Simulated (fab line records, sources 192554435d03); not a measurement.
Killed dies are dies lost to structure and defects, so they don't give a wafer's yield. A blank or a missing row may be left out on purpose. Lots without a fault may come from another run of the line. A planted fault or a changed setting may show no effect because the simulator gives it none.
One fault seen from 3 desks | flow n5_finfet | each desk has only its own numbers; what lay behind them comes last

THE TOOL OWNER'S DESK: rie_diel-04
The tool's own readings at N5_SDB_ETCH_17 (etches SiARC in CF4, target depth 23.4 nm, time 39 s): means of the sampled wafers that have a number, for each lot that ran on this tool. A lot is out of limits, marked OUT, if its mean lies more than 4 standard deviations from the usual mean; the brackets give that distance.
Columns: A = drypump_motor_current_A at N5_SDB_ETCH_17, usual 5.6 A; B = etch_rf_on_time_s at N5_SDB_ETCH_17, usual 39.1 s; C = oes_product_au at N5_SDB_ETCH_17, usual 0.68 a.u.; D = rf_vpp_V at N5_SDB_ETCH_17, usual 184.1 V; E = showerhead_plenum_p_Torr at N5_SDB_ETCH_17, usual 2.16 Torr; F = throttle_valve_pct at N5_SDB_ETCH_17, usual 15.5 %
lot  | first seen here | A   | B               | C    | D     | E    | F
L313 | day 4 03:59     | 5.7 | 37.8            | 0.62 | 185.2 | 2.19 | 15.9
L316 | day 5 01:27     | 5.5 | 38.3            | 0.60 | 184.4 | 2.13 | 15.9
L326 | day 7 11:49     | 5.6 | 34.5            | 0.75 | 184.5 | 2.20 | 15.7
L328 | day 7 23:58     | 5.4 | 33.1 (-4.6) OUT | 0.77 | 184.6 | 2.25 | 15.7
L330 | day 8 14:27     | 5.5 | 30.3 (-6.8) OUT | 0.90 | 184.0 | 2.14 | 15.4
This desk's finding: out of limits on L328, L330; first on L328, day 7 23:58 (etch_rf_on_time_s at N5_SDB_ETCH_17). In limits: L313, L316, L326.

THE DEFECT DESK
What the inspections along the route counted, lot by lot: means of the sampled wafers that have a number. A lot is out of limits, marked OUT, if its mean lies more than 4 standard deviations from the usual mean; the brackets give that distance.
Columns: A = raw_defect_count at N5_SDB_INSPECT_13, usual 77
lot  | first seen here | A
L313 | day 4 03:34     | 150
L316 | day 5 01:23     | 74
L326 | day 7 11:45     | 78
L328 | day 7 23:54     | 69
L330 | day 8 14:23     | 147
L331 | day 8 16:51     | 67
L334 | day 9 12:31     | 71
This desk's finding: nothing out of limits on any of the 7 lots.

THE METROLOGY DESK
What the gauges read, lot by lot, whatever tool the lot ran on: means of the sampled wafers that have a number. A lot is out of limits, marked OUT, if its mean lies more than 4 standard deviations from the usual mean; the brackets give that distance. Of its 12 readings 7 are shown: those that lie furthest out on some lot.
Columns: A = SDB_OVL at N5_SDB_OVL_MEAS_12, usual -0.1 nm; B = DIBL_P at N5_BEOL_M4_RC_MEAS_101, usual 36.5 mV/V; C = IOFF_N at N5_BEOL_M4_RC_MEAS_101, usual 0.16 nA/um; D = IOFF_P at N5_BEOL_M4_RC_MEAS_101, usual 0.22 nA/um; E = ION_P at N5_BEOL_M4_RC_MEAS_101, usual 463 uA/um; F = VT_N at N5_BEOL_M4_RC_MEAS_101, usual 250 mV; G = VT_P at N5_BEOL_M4_RC_MEAS_101, usual -250 mV
lot  | first seen here | A    | B    | C    | D    | E   | F   | G
L313 | day 4 03:31     | -0.7 | 37.5 | 0.17 | 0.24 | 465 | 249 | -247
L316 | day 5 01:20     | -0.1 | 36.3 | 0.18 | 0.23 | 462 | 248 | -248
L326 | day 7 11:41     | 0.4  | 33.6 | 0.12 | 0.17 | 454 | 254 | -253
L328 | day 7 23:51     | 0.7  | 35.9 | 0.17 | 0.21 | 467 | 248 | -251
L330 | day 8 14:19     | -0.8 | 35.2 | 0.15 | 0.23 | 478 | 246 | -244
L331 | day 8 16:48     | -0.4 | 36.7 | 0.17 | 0.24 | 465 | 249 | -247
L334 | day 9 12:28     | 0.1  | 37.9 | 0.18 | 0.23 | 470 | 248 | -249
This desk's finding: nothing out of limits on any of the 7 lots.

PUT TOGETHER
The tool owner's desk could have raised an alarm at day 7 23:58, on L328, L330.
The defect desk saw nothing out of limits.
The metrology desk saw nothing out of limits.
The defect desk has L328, L330 on record, within its limits.
The metrology desk has L328, L330 on record, within its limits.
Of the lots named, all ran N5_SDB_ETCH_17 on rie_diel-04.

WHAT THE SIMULATOR HAD PUT IN
Process parameter drift: rie_diel-04, from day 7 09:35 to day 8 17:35, at N5_SDB_ETCH_17. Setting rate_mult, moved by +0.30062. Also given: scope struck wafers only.
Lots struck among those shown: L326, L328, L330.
Hours from the fault's start to each desk's first reading out of limits: the tool owner's desk, 14.
